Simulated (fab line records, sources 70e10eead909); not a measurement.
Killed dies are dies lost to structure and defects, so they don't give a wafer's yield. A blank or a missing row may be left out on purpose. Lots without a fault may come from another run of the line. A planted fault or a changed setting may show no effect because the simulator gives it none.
Chamber matching | flow nand_harc | NHARC_A_CHANNEL_FILL_D2_ALD_16 on ald_hk-03: 4 sister chambers
The step deposits SiO2, target thk 1.5 nm, pulse time 10 s, ald cycles 15. 8 wafers are shown with their chamber, then 7 later ones without.

WAFERS WITH THEIR CHAMBER
wafer  | chamber | heater_power_w (W) | precursor_pulse_height_rel
L080.5 | 1       | 452                | 0.995
L081.4 | 3       | 387                | 1.013
L081.5 | 2       | 401                | 0.999
L088.2 | 1       | 417                | 1.032
L088.3 | 0       | 544                | 1.015
L088.6 | 0       | 522                | 1.012
L090.1 | 3       | 399                | 1.016
L090.2 | 2       | 411                | 1.021

WAFERS WITHOUT THEIR CHAMBER
wafer  | heater_power_w (W) | precursor_pulse_height_rel
L090.3 | 534                | 1.004
L095.1 | 394                | 1.023
L095.2 | 425                | 0.986
L095.6 | 428                | 1.033
L096.1 | 552                | 1.016
L096.2 | 391                | 0.986
L096.5 | 540                | 0.982

WHICH CHAMBER EACH WENT THROUGH
wafer  | from the rows above          | in truth
L090.3 | 0                            | 0
L095.1 | can't be placed: 3 or 2      | 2
L095.2 | can't be placed: 1 or 2 or 3 | 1
L095.6 | can't be placed: 1 or 2 or 3 | 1
L096.1 | 0                            | 0
L096.2 | can't be placed: 2 or 3 or 1 | 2
L096.5 | 0                            | 0
Placed correctly: 3 of 7. Can't be placed from these rows: 4 (the true chamber is among the candidates in 4). Placed wrongly: 0.
How it was worked out, from the rows above alone: a wafer's distance from a chamber is the root of the sum, over the readings, of the square of ((its reading less the chamber's mean) divided by the reading's scatter). The wafer belongs to the nearest chamber; if the next one is less than 2 further off, it can't be placed. A chamber's mean is the mean of its shown wafers. The scatter: the root of (the sum of the squares of (reading less its chamber's mean) over the shown wafers, divided by (wafers less chambers)).
